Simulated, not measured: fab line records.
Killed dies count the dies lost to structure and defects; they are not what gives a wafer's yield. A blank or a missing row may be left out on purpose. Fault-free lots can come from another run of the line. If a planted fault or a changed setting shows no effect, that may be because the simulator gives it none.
fab line records	flow n5_finfet
record lots=7	wafers=21
route steps=1938 shown BEOL_M9@1446 BEOL_M10@1470 BEOL_M11@1562 BEOL_M12@1605
start_h: hours from the record's opening day to when the first of the lot's shown wafers began	wait_h: time in hours since the lot's previous step	" repeats the value in the row above	L1.1+2: a row that stands for several wafers	- no value present, or no start provided	* or withheld: withheld	< > ~ a bound
route shown NAME@n: names a module that has steps shown in the file, with the first one's number in the route	usual: mean/standard deviation taken from wafers without a fault	same: alike in all rows	chamber/n: place in a boat	sites: per-site readings	_std_site: their standard deviation	_edge_site: the outer-site mean with the inner-site mean subtracted	radius_mm: how far each site lies from the wafer's centre	mask NAME#n: copy n	behind: the tool/chamber that last shaped the wafer	hold: what put the lot on hold/how long, in hours/how the hold closed	device: whichever transistor did not switch (one of n, p or np)	end of line: at the end of the route, the tests of the same wafers	a step with no rows: only its recipe	killed: not the wafer's yield, but the dies lost to structure and defects at the first sort	map: a wafer's dies, marking killed ones x, the rest . and places with no die _
set.NAME: the setting as run; set.NAME@STEP: as run at that earlier step	model.NAME: the simulator's own value behind a step, which no gauge read
one table per step and one row per wafer, for lots whose settings were changed on purpose
## steps
# step N5_BEOL_M9_TRENCH_ETCH_37
# recipe chemistry=C4F6/O2	target_depth_a=1514.3	target=SiCOH_lowk	time_s=49	ion_energy_ev=250	pressure_mtorr=30	source_w=345	bias_w=185	Ar_flow_sccm=300	C4F6_flow_sccm=10	O2_flow_sccm=10
lot.wafer	tool	chamber	start_h	wait_h	set.time_s	model.BEOL_M9.feature_depth_nm	model.etch.depth_nm	model.TiN_of_BEOL_M9_HM_DEP_02.thk_nm
L079.1	rie_diel-04	3	-	-	49	147.8	147.8	16
L079.4	"	1	"	"	49	151	150.9	16
L079.6	"	1	"	"	49	151	151.1	16.2
L080.2	rie_diel-05	0	-	-	56.96	174.8	174.8	15.2
L080.3	"	1	"	"	56.96	173	172.9	15.2
L080.6	"	1	"	"	49	149.8	149.8	16
L083.2	rie_diel-04	1	-	-	49	150.8	150.8	16
L083.3	"	0	"	"	49	153.4	153.4	16.2
L083.4	"	3	"	"	49	149.4	149.3	16.2
L086.4	rie_diel-04	2	-	-	58.46	176.6	176.6	15.2
L086.5	"	2	"	"	49	147.4	147.4	16.2
L086.6	"	1	"	"	58.46	176.6	176.6	15
L088.1	rie_diel-05	0	-	-	49	149.2	149.2	16.2
L088.4	"	1	"	"	49	147.2	147.2	16
L088.6	"	3	"	"	41.33	128	128.1	16.6
L089.4	rie_diel-03	0	-	-	49	149.8	149.7	15.8
L089.5	"	0	"	"	45.76	140.6	140.5	16
L089.6	"	3	"	"	45.76	141.8	141.9	16
L094.2	rie_diel-03	0	-	-	51.99	160	159.9	15.8
L094.3	"	1	"	"	51.99	163.6	163.5	15.8
L094.6	"	0	"	"	49	150.2	150.2	16
# step N5_BEOL_M9_ETCH_41
# recipe chemistry=CH3F/O2	target=SiCN	target_depth_a=366	taper_deg=2	time_s=70.1	ion_energy_ev=120	mask_material=TiN	pressure_mtorr=30	source_w=395	bias_w=75	Ar_flow_sccm=150	CH3F_flow_sccm=30	O2_flow_sccm=20
# step N5_BEOL_M9_STRIP_80
# recipe chemistry=N2/H2	time_s=10	power_w=450	temp_c=40	pressure_mtorr=20	rf_frequency_hz=6e+07	bias_power_w=7	n2_flow_sccm=200	h2_flow_sccm=200
# step N5_BEOL_M9_OCD_MEAS_38
# usual trench_depth_nm=150.8/2.4
lot.wafer	tool	chamber	start_h	wait_h	set.time_s@BEOL_M9_TRENCH_ETCH_37	trench_depth_nm
L079.1	ocd-02	-	241.38	-	49	147.9
L079.4	"	-	"	"	49	150.8
L079.6	"	-	"	"	49	150.9
L080.2	ocd-02	-	242.19	-	56.96	174.8
L080.3	"	-	"	"	56.96	172.9
L080.6	"	-	"	"	49	149.8
L083.2	ocd-02	-	280.91	-	49	151.4
L083.3	"	-	"	"	49	153.2
L083.4	"	-	"	"	49	149.0
L086.4	ocd-02	-	309.15	-	58.46	176.8
L086.5	"	-	"	"	49	147.1
L086.6	"	-	"	"	58.46	176.7
L088.1	ocd-02	-	311.58	-	49	149.6
L088.4	"	-	"	"	49	147.4
L088.6	"	-	"	"	41.33	128.1
L089.4	ocd-02	-	315.27	-	49	149.9
L089.5	"	-	"	"	45.76	140.5
L089.6	"	-	"	"	45.76	141.8
L094.2	ocd-01	-	336.90	-	51.99	160.0
L094.3	"	-	"	"	51.99	163.1
L094.6	"	-	"	"	49	149.3
# step N5_BEOL_M9_HM_STRIP_39
# recipe chemistry=peroxide_tin_strip	material=TiN	target_depth_a=250	temp_c=50	time_s=158
# step N5_BEOL_M9_SRD_40
# recipe time_s=30	temp_c=23	rinse_liquid=diw	dry=ipa_marangoni
# step N5_BEOL_M9_ECD_50
# recipe material=Cu	target_thk_a=3180
# step N5_BEOL_M9_ANNEAL_51
# recipe temp_c=225	time_s=90	ambient=N2
# step N5_BEOL_M9_CMP_52
# recipe stop_on=SiCOH_lowk	t_overpolish_s=7	down_force_psi=1	platen_rpm=50	clearing_platen_down_force_psi=1.5	clearing_platen_rpm=50	post_cmp_clean=cu_alkaline	target_thk_nm=140	clearing_platen_pad_velocity_m_s=0.99484	pad_velocity_m_s=0.99484
lot.wafer	tool	chamber	start_h	wait_h	set.time_s@BEOL_M9_TRENCH_ETCH_37	model.Cu_of_BEOL_M9_ECD_50.thk_nm
L079.1	cmp-01	0	243.17	0.3	49	137.4
L079.4	"	2	"	"	49	140.2
L079.6	"	3	"	"	49	139.6
L080.2	cmp-01	0	245.50	0.5	56.96	162.8
L080.3	"	1	"	"	56.96	160.6
L080.6	"	3	"	"	49	137.2
L083.4	cmp-04	2	284.24	0.2	49	137.2
L083.3	"	3	"	"	49	142.2
L083.2	"	0	"	"	49	140.6
L086.4	cmp-03	0	311.32	0.2	58.46	164.4
L086.5	"	1	"	"	49	134.6
L086.6	"	2	"	"	58.46	164
L088.4	cmp-03	0	313.94	0.2	49	134.2
L088.1	"	2	"	"	49	138
L088.6	"	0	"	"	41.33	115.4
L089.4	cmp-03	0	317.14	0.2	49	138.2
L089.6	"	2	"	"	45.76	131
L089.5	"	3	"	"	45.76	129
L094.3	cmp-04	3	339.93	0.2	51.99	150
L094.2	"	0	"	"	51.99	148
L094.6	"	0	"	"	49	137
# step N5_BEOL_M9_THK_MEAS_53
# recipe thk_meas_gauge=xrf	reads=Cu_of_BEOL_M9_ECD_50
# usual M9_THK=140/3
lot.wafer	tool	chamber	start_h	wait_h	set.time_s@BEOL_M9_TRENCH_ETCH_37	M9_THK[nm]
L079.1	film_metro-01	-	243.43	-	49	137
L079.4	"	-	"	"	49	141
L079.6	"	-	"	"	49	140
L080.2	film_metro-01	-	245.72	-	56.96	163
L080.3	"	-	"	"	56.96	161
L080.6	"	-	"	"	49	137
L083.2	film_metro-02	-	284.50	-	49	141
L083.3	"	-	"	"	49	143
L083.4	"	-	"	"	49	138
L086.4	film_metro-01	-	311.50	-	58.46	165
L086.5	"	-	"	"	49	134
L086.6	"	-	"	"	58.46	164
L088.1	film_metro-01	-	314.19	-	49	138
L088.4	"	-	"	"	49	134
L088.6	"	-	"	"	41.33	116
L089.4	film_metro-02	-	317.36	-	49	140
L089.5	"	-	"	"	45.76	130
L089.6	"	-	"	"	45.76	132
L094.2	film_metro-02	-	340.22	-	51.99	148
L094.3	"	-	"	"	51.99	151
L094.6	"	-	"	"	49	137
# step N5_BEOL_M9_PRE_CLEAN_55
# recipe gas=NH3	time_s=15	temp_c=withheld	rf_power_w=300
# step N5_BEOL_M9_DEP_56
# recipe material=SiCN	target_thk_a=150	temp_c=withheld	precursor=3MS/NH3	pressure_torr=3	rf_w=202	time_s=26.5
# step N5_BEOL_M9_RS_MEAS_57
# recipe thk_meas_gauge=four-point-probe	reads=Cu_of_BEOL_M9_ECD_50+Co_of_BEOL_M9_CVD_78+TaN_of_BEOL_M9_ALD_74
# usual M9_RS=0.152/0.0033
lot.wafer	tool	chamber	start_h	wait_h	set.time_s@BEOL_M9_TRENCH_ETCH_37	M9_RS[ohm/sq]
L079.1	film_metro-02	-	243.56	0.1	49	0.154
L079.4	"	-	"	"	49	0.150
L079.6	"	-	"	"	49	0.151
L080.2	film_metro-02	-	245.85	0.1	56.96	0.128
L080.3	"	-	"	"	56.96	0.130
L080.6	"	-	"	"	49	0.154
L083.2	film_metro-01	-	284.64	0.1	49	0.150
L083.3	"	-	"	"	49	0.148
L083.4	"	-	"	"	49	0.154
L086.4	film_metro-01	-	311.64	0.0	58.46	0.126
L086.5	"	-	"	"	49	0.157
L086.6	"	-	"	"	58.46	0.127
L088.1	film_metro-01	-	314.33	0.1	49	0.153
L088.4	"	-	"	"	49	0.158
L088.6	"	-	"	"	41.33	0.187
L089.4	film_metro-02	-	317.50	0.0	49	0.153
L089.5	"	-	"	"	45.76	0.165
L089.6	"	-	"	"	45.76	0.162
L094.2	film_metro-02	-	340.36	0.1	51.99	0.142
L094.3	"	-	"	"	51.99	0.139
L094.6	"	-	"	"	49	0.154
# step N5_BEOL_M10_ILD_DEP_00
# recipe material=SiCOH_lowk	target_thk_a=3085.1	temp_c=300	precursor=DEMS/porogen	pressure_torr=5	rf_w=500	time_s=58
lot.wafer	tool	chamber	start_h	wait_h	set.time_s	model.SiCOH_lowk_of_BEOL_M10_ILD_DEP_00.thk_nm
L079.1	pecvd-04	2	243.63	0.0	58	307.2
L079.4	"	2	"	"	58	312.8
L079.6	"	1	"	"	58	309
L080.2	pecvd-04	1	245.92	0.0	64.49	339.2
L080.3	"	0	"	"	58	308.6
L080.6	"	2	"	"	58	310.8
L083.2	pecvd-04	2	284.70	0.0	58	305.6
L083.3	"	2	"	"	64.51	343
L083.4	"	1	"	"	58	305
L086.4	pecvd-04	2	311.73	0.1	58	314
L086.5	"	1	"	"	49.39	265
L086.6	"	0	"	"	49.39	268.6
L088.1	pecvd-02	0	314.39	0.0	58	308.2
L088.4	"	2	"	"	58	309
L088.6	"	0	"	"	58	310.2
L089.4	pecvd-02	2	317.59	0.1	58	306.6
L089.5	"	1	"	"	66.32	353.4
L089.6	"	0	"	"	58	310
L094.2	pecvd-02	0	340.42	0.0	66.58	350.8
L094.3	"	2	"	"	58	301.2
L094.6	"	2	"	"	66.58	351.2
# step N5_BEOL_M10_CURE_71
# recipe temp_c=385	time_s=240	ambient=He/Ar	material=SiCOH_lowk
lot.wafer	tool	chamber	start_h	wait_h	set.time_s@BEOL_M10_ILD_DEP_00	model.SiCOH_lowk_of_BEOL_M10_ILD_DEP_00.thk_nm
L079.1	uv_cure-02	2	243.70	0.0	58	266.8
L079.4	"	2	"	"	58	271.8
L079.6	"	2	"	"	58	268.4
L080.2	uv_cure-03	2	246.07	0.1	64.49	295.2
L080.3	"	2	"	"	58	268.2
L080.6	"	2	"	"	58	270
L083.2	uv_cure-03	1	284.88	0.2	58	265.4
L083.3	"	1	"	"	64.51	298.4
L083.4	"	1	"	"	58	265
L086.4	uv_cure-01	0	312.02	0.3	58	273
L086.5	"	0	"	"	49.39	229.8
L086.6	"	0	"	"	49.39	232.8
L088.1	uv_cure-03	0	314.47	0.0	58	267.8
L088.4	"	0	"	"	58	268.4
L088.6	"	0	"	"	58	269.6
L089.4	uv_cure-03	2	317.87	0.3	58	266.2
L089.5	"	2	"	"	66.32	307.8
L089.6	"	2	"	"	58	269.2
L094.2	uv_cure-02	2	340.66	0.2	66.58	305.4
L094.3	"	2	"	"	58	261.6
L094.6	"	2	"	"	66.58	306
# step N5_BEOL_M10_THK_MEAS_01
# recipe reads=SiCOH_lowk_of_BEOL_M10_ILD_DEP_00
# usual M10_ILD_THK=268/3.3
lot.wafer	tool	chamber	start_h	wait_h	set.time_s@BEOL_M10_ILD_DEP_00	M10_ILD_THK[nm]
L079.1	film_metro-02	-	244.22	0.4	58	267
L079.4	"	-	"	"	58	272
L079.6	"	-	"	"	58	268
L080.2	film_metro-01	-	246.51	0.4	64.49	295
L080.3	"	-	"	"	58	268
L080.6	"	-	"	"	58	270
L083.2	film_metro-01	-	285.32	0.4	58	265
L083.3	"	-	"	"	64.51	298
L083.4	"	-	"	"	58	265
L086.4	film_metro-01	-	312.29	0.2	58	273
L086.5	"	-	"	"	49.39	230
L086.6	"	-	"	"	49.39	233
L088.1	film_metro-01	-	314.98	0.4	58	268
L088.4	"	-	"	"	58	268
L088.6	"	-	"	"	58	270
L089.4	film_metro-02	-	318.15	0.2	58	266
L089.5	"	-	"	"	66.32	308
L089.6	"	-	"	"	58	269
L094.2	film_metro-01	-	341.49	0.7	66.58	305
L094.3	"	-	"	"	58	262
L094.6	"	-	"	"	66.58	306
# step N5_BEOL_M10_HM_DEP_02
# recipe material=TiN	target_thk_a=200	temp_c=25	chamber_pressure_pa=0.49996
lot.wafer	tool	chamber	start_h	wait_h	set.target_thk_a	model.TiN_of_BEOL_M10_HM_DEP_02.thk_nm
L079.1+6	pvd_sputter-02	-	244.98	0.7	200	20
L079.4	"	-	"	"	200	19.8
L080.2+6	pvd_sputter-01	-	248.19	1.6	219.3	21.8
L080.3	"	-	"	"	219.3	22
L083.2+4	pvd_sputter-01	-	286.84	1.5	200	20
L083.3	"	-	"	"	189.9	19.2
L086.4+5	pvd_sputter-03	-	312.84	0.5	217.4	21.8
L086.6	"	-	"	"	200	20
L088.1	pvd_sputter-02	-	315.59	0.6	200	20.2
L088.4	"	-	"	"	216	21.8
L088.6	"	-	"	"	200	20.4
L089.4	pvd_sputter-02	-	318.62	0.4	200	19.6
L089.5+6	"	-	"	"	220.9	21.8
L094.2+3+6	pvd_sputter-01	-	342.31	0.8	200	20
# step N5_BEOL_M10_COAT_59
# recipe resist=SOC	temp_c=250	time_s=60	spin_rpm=1500	resist_thk_nm=100
# step N5_BEOL_M10_COAT_60
# recipe resist=SiARC	temp_c=220	time_s=60	spin_rpm=1500	resist_thk_nm=30
# step N5_BEOL_M10_STRIP_68
# recipe chemistry=N2/H2	temp_c=40	n2_flow_sccm=200	h2_flow_sccm=200	rf_frequency_hz=6e+07
# step N5_BEOL_M10_STRIP_67
# recipe chemistry=CF4	resist=SiARC	power_w=300	bias_power_w=75	pressure_mtorr=50	cf4_flow_sccm=150	rf_frequency_hz=6e+07
# step N5_BEOL_M10_HM_OPEN_17
# recipe chemistry=Cl2/BCl3	target_depth_a=200	overetch_a=60	target=TiN	mask_material=SOC	ion_energy_ev=150	pressure_mtorr=10	icp_w=1000	bias_w=126	Cl2_flow_sccm=53.25	bcl3_flow_sccm=21.75	Ar_flow_sccm=25
lot.wafer	tool	chamber	start_h	wait_h	set.target_thk_a@BEOL_M10_HM_DEP_02	model.etch.depth_nm
L079.1	rie_metal-01	1	245.71	0.0	200	20.06
L079.4	"	1	"	"	200	19.86
L079.6	"	0	"	"	200	20.02
L080.2	rie_metal-01	1	249.05	0.0	219.3	21.84
L080.3	"	0	"	"	219.3	22.02
L080.6	"	0	"	"	219.3	21.89
L083.2	rie_metal-02	0	287.57	0.0	200	20.09
L083.3	"	1	"	"	189.9	19.15
L083.4	"	0	"	"	200	19.96
L086.4	rie_metal-01	0	313.80	0.1	217.4	21.82
L086.5	"	0	"	"	217.4	21.88
L086.6	"	1	"	"	200	20
L088.1	rie_metal-02	1	316.53	0.0	200	20.14
L088.4	"	1	"	"	216	21.71
L088.6	"	1	"	"	200	20.34
L089.4	rie_metal-02	1	319.50	0.1	200	19.6
L089.5	"	0	"	"	220.9	21.79
L089.6	"	1	"	"	220.9	21.75
L094.2	rie_metal-02	0	343.66	0.0	200	20.09
L094.3	"	1	"	"	200	19.91
L094.6	"	0	"	"	200	19.93
# step N5_BEOL_M10_STRIP_19
# recipe chemistry=O2	power_w=400	temp_c=40	pressure_mtorr=30	rf_frequency_hz=6e+07	bias_power_w=0	overash_fraction=0.2	o2_flow_sccm=225
# step N5_BEOL_M10_STRIP_73
# recipe chemistry=C4F6/O2	resist=SiARC	rf_frequency_hz=6e+07
# step N5_BEOL_M10_STRIP_36
# recipe chemistry=N2/H2	power_w=450	temp_c=40	pressure_mtorr=20	rf_frequency_hz=6e+07	overash_fraction=0.3	bias_power_w=7	h2_frac=0.5	n2_flow_sccm=200	h2_flow_sccm=200
# step N5_BEOL_M10_TRENCH_ETCH_37
# recipe chemistry=C4F6/O2	target_depth_a=1488.3	target=SiCOH_lowk	time_s=48	ion_energy_ev=250	pressure_mtorr=30	source_w=345	bias_w=185	Ar_flow_sccm=300	C4F6_flow_sccm=10	O2_flow_sccm=10
lot.wafer	tool	chamber	start_h	wait_h	set.target_thk_a@BEOL_M10_HM_DEP_02	model.TiN_of_BEOL_M10_HM_DEP_02.thk_nm
L079.1+6	rie_diel-06	0,1	-	-	200	16
L079.4	"	0	"	"	200	15.8
L080.2	rie_diel-01	3	-	-	219.3	17.6
L080.3+6	"	0	"	"	219.3	17.8
L083.2	rie_diel-01	2	-	-	200	16
L083.3	"	3	"	"	189.9	15
L083.4	"	0	"	"	200	15.8
L086.4+5	rie_diel-02	1,0	-	-	217.4	17.8
L086.6	"	1	"	"	200	15.8
L088.1	rie_diel-02	1	-	-	200	16
L088.4	"	0	"	"	216	17.6
L088.6	"	2	"	"	200	16.2
L089.4	rie_diel-02	2	-	-	200	15.4
L089.5+6	"	0,1	"	"	220.9	17.6
L094.2	rie_diel-06	1	-	-	200	16
L094.3+6	"	0,1	"	"	200	15.8
# step N5_BEOL_M11_COAT_22
# recipe resist=CAR-ArF	spin_rpm=1500	resist_thk_nm=90
lot.wafer	tool	chamber	start_h	wait_h	set.spin_rpm	model.CAR-ArF_of_BEOL_M11_COAT_22.thk_nm
L079.1+4+6	litho_track-01	0	-	-	1500	89.8
L080.2	litho_track-01	0	-	-	1397	93.2
L080.3+6	"	0	"	"	1500	90.2
L083.2	litho_track-05	0	-	-	1500	90.2
L083.3+4	"	0	"	"	1500	90.4
L086.4+5+6	litho_track-01	0	-	-	1582	87.4
L088.1	litho_track-05	0	-	-	1661	85
L088.4	"	0	"	"	1661	85.2
L088.6	"	0	"	"	1500	89.6
L089.4+5	litho_track-04	0	-	-	1500	90.2
L089.6	"	0	"	"	1500	90
L094.2+3+6	litho_track-01	0	-	-	1500	89.8
# step N5_BEOL_M11_EBR_24
# recipe solvent=PGMEA	ebr_width_mm=1.5
# step N5_BEOL_M11_SOFTBAKE_23
# recipe temp_c=110	time_s=60	resist=CAR-ArF
# step N5_BEOL_M11_EXPOSE_25
# recipe mask_id=V10	na=1.35	source_shape=annular	sigma_inner=0.5	sigma_outer=0.8	polarization=unpolarized	dose_mj=85.5
# step N5_BEOL_M11_PEB_26
# recipe peb_temp_c=withheld	peb_time_s=60	resist=CAR-ArF
# step N5_BEOL_M11_DEVELOP_27
# recipe develop_time_s=30	developer=TMAH	resist=CAR-ArF	rinse_liquid=diw	dry=air_spin	dev_temp_c=23
lot.wafer	tool	chamber	start_h	wait_h	set.spin_rpm@BEOL_M11_COAT_22	model.CAR-ArF_of_BEOL_M11_COAT_22.thk_nm
L079.1+6	litho_track-01	0	-	-	1500	88.2
L079.4	"	0	"	"	1500	88
L080.2	litho_track-01	0	-	-	1397	91.4
L080.3	"	0	"	"	1500	88.6
L080.6	"	0	"	"	1500	88.4
L083.2+3	litho_track-04	0	-	-	1500	88.6
L083.4	"	0	"	"	1500	88.8
L086.4+6	litho_track-01	0	-	-	1582	85.8
L086.5	"	0	"	"	1582	85.6
L088.1	litho_track-04	0	-	-	1661	83.2
L088.4	"	0	"	"	1661	83.4
L088.6	"	0	"	"	1500	88
L089.4	litho_track-04	0	-	-	1500	88.6
L089.5+6	"	0	"	"	1500	88.4
L094.2+3+6	litho_track-04	0	-	-	1500	88
# step N5_BEOL_M11_DESCUM_33
# recipe chemistry=O2	time_s=7.9	source_power_w=50	bias_power_w=20	pressure_mtorr=20	rf_frequency_hz=2.712e+07	temp_c=40	resist=CAR-ArF	o2_flow_sccm=225
lot.wafer	tool	chamber	start_h	wait_h	set.spin_rpm@BEOL_M11_COAT_22	model.CAR-ArF_of_BEOL_M11_COAT_22.thk_nm
L079.1+6	rie_diel-05	3,0	253.93	0.0	1500	83.4
L079.4	"	0	"	"	1500	83.2
L080.2	rie_diel-03	1	258.47	0.0	1397	86.6
L080.3+6	"	0,2	"	"	1500	83.6
L083.2	rie_diel-03	0	299.11	0.1	1500	83.6
L083.3+4	"	3,1	"	"	1500	83.8
L086.4	rie_diel-04	2	324.49	0.0	1582	81
L086.5+6	"	3,0	"	"	1582	80.8
L088.1	rie_diel-04	1	326.17	0.1	1661	78.4
L088.4	"	3	"	"	1661	78.6
L088.6	"	0	"	"	1500	83.2
L089.4+5	rie_diel-05	3,0	326.98	0.0	1500	83.6
L089.6	"	3	"	"	1500	83.4
L094.2+3+6	rie_diel-03	0,1,0	351.31	0.0	1500	83.2
# step N5_BEOL_M11_ETCH_66
# recipe chemistry=N2/H2	target=SOC	target_depth_a=1200	overetch_a=240	mask_material=SiARC	temp_c=40	time_s=180	ion_energy_ev=200	pressure_mtorr=30	source_w=840	bias_w=150	n2_flow_sccm=200	h2_flow_sccm=200
lot.wafer	tool	chamber	start_h	wait_h	set.time_s	model.SiARC_of_BEOL_M11_COAT_64.thk_nm
L079.1	rie_diel-05	3	254.02	0.0	180	22.6
L079.4+6	"	0	"	"	180	22.8
L080.2	rie_diel-03	1	258.55	0.0	147.9	23.8
L080.3	"	0	"	"	147.9	24
L080.6	"	2	"	"	180	22.8
L083.2	rie_diel-03	0	299.19	0.0	180	22.8
L083.3	"	3	"	"	180	22.6
L083.4	"	1	"	"	215.4	21.2
L086.4+5	rie_diel-04	2,3	324.58	0.0	192.6	22.4
L086.6	"	0	"	"	180	22.8
L088.1	rie_diel-04	1	326.26	0.0	205.7	22
L088.4	"	3	"	"	180	23
L088.6	"	0	"	"	180	22.8
L089.4	rie_diel-05	3	327.06	0.0	146.8	23.8
L089.5	"	0	"	"	146.8	24.2
L089.6	"	3	"	"	180	22.6
L094.2	rie_diel-03	0	351.39	0.0	180	22.6
L094.3+6	"	1,0	"	"	215.1	21
# step N5_BEOL_M12_COAT_04
# recipe spin_rpm=1625	resist_thk_nm=400
lot.wafer	tool	chamber	start_h	wait_h	set.spin_rpm	model.coat_of_BEOL_M12_COAT_04.thk_nm
L079.1+4	litho_track-02	0	-	-	1625	401
L079.6	"	0	"	"	1625	400.2
L080.2	litho_track-03	0	-	-	1625	400.4
L080.3	"	0	"	"	1803	378.8
L080.6	"	0	"	"	1803	378.4
L083.2	litho_track-03	0	-	-	1625	398.8
L083.3	"	0	"	"	1501	414.8
L083.4	"	0	"	"	1501	416.2
L086.4	litho_track-04	0	-	-	1625	399.6
L086.5	"	0	"	"	1766	383.2
L086.6	"	0	"	"	1625	399.4
L088.1	litho_track-03	0	-	-	1767	383.4
L088.4	"	0	"	"	1625	401.4
L088.6	"	0	"	"	1625	400.2
L089.4	litho_track-04	0	-	-	1625	398.8
L089.5	"	0	"	"	1625	399.6
L089.6	"	0	"	"	1625	400
L094.2	litho_track-03	0	-	-	1625	401.4
L094.3	"	0	"	"	1625	399.8
L094.6	"	0	"	"	1625	400.8
## key
split step=N5_BEOL_M9_TRENCH_ETCH_37	setting=time_s	stated=49	by=wafer
response step=N5_BEOL_M9_TRENCH_ETCH_37	reading=model.BEOL_M9.feature_depth_nm	change=+1.45	per=1%	r=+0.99
response step=N5_BEOL_M9_TRENCH_ETCH_37	reading=model.etch.depth_nm	change=+1.45	per=1%	r=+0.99
response step=N5_BEOL_M9_TRENCH_ETCH_37	reading=model.TiN_of_BEOL_M9_HM_DEP_02.thk_nm	change=-0.0463	per=1%	r=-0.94
response step=N5_BEOL_M9_OCD_MEAS_38	reading=trench_depth_nm	change=+1.47	per=1%	r=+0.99
response step=N5_BEOL_M9_CMP_52	reading=model.Cu_of_BEOL_M9_ECD_50.thk_nm	change=+1.48	per=1%	r=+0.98
response step=N5_BEOL_M9_THK_MEAS_53	reading=M9_THK	change=+1.49	per=1%	r=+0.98
response step=N5_BEOL_M9_RS_MEAS_57	reading=M9_RS	change=-0.00172	per=1%	r=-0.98
split step=N5_BEOL_M10_ILD_DEP_00	setting=time_s	stated=58	by=wafer
response step=N5_BEOL_M10_ILD_DEP_00	reading=model.SiCOH_lowk_of_BEOL_M10_ILD_DEP_00.thk_nm	change=+3.17	per=1%	r=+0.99
response step=N5_BEOL_M10_CURE_71	reading=model.SiCOH_lowk_of_BEOL_M10_ILD_DEP_00.thk_nm	change=+2.8	per=1%	r=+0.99
response step=N5_BEOL_M10_THK_MEAS_01	reading=M10_ILD_THK	change=+2.8	per=1%	r=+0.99
split step=N5_BEOL_M10_HM_DEP_02	setting=target_thk_a	stated=200	by=wafer
response step=N5_BEOL_M10_HM_DEP_02	reading=model.TiN_of_BEOL_M10_HM_DEP_02.thk_nm	change=+0.199	per=1%	r=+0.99
response step=N5_BEOL_M10_HM_OPEN_17	reading=model.etch.depth_nm	change=+0.2	per=1%	r=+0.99
response step=N5_BEOL_M10_TRENCH_ETCH_37	reading=model.TiN_of_BEOL_M10_HM_DEP_02.thk_nm	change=+0.207	per=1%	r=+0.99
split step=N5_BEOL_M11_COAT_22	setting=spin_rpm	stated=1500	by=wafer
response step=N5_BEOL_M11_COAT_22	reading=model.CAR-ArF_of_BEOL_M11_COAT_22.thk_nm	change=-0.424	per=1%	r=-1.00
response step=N5_BEOL_M11_DEVELOP_27	reading=model.CAR-ArF_of_BEOL_M11_COAT_22.thk_nm	change=-0.433	per=1%	r=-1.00
response step=N5_BEOL_M11_DESCUM_33	reading=model.CAR-ArF_of_BEOL_M11_COAT_22.thk_nm	change=-0.438	per=1%	r=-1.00
split step=N5_BEOL_M11_ETCH_66	setting=time_s	stated=180	by=wafer
response step=N5_BEOL_M11_ETCH_66	reading=model.SiARC_of_BEOL_M11_COAT_64.thk_nm	change=-0.0726	per=1%	r=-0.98
split step=N5_BEOL_M12_COAT_04	setting=spin_rpm	stated=1625	by=wafer
response step=N5_BEOL_M12_COAT_04	reading=model.coat_of_BEOL_M12_COAT_04.thk_nm	change=-2	per=1%	r=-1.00
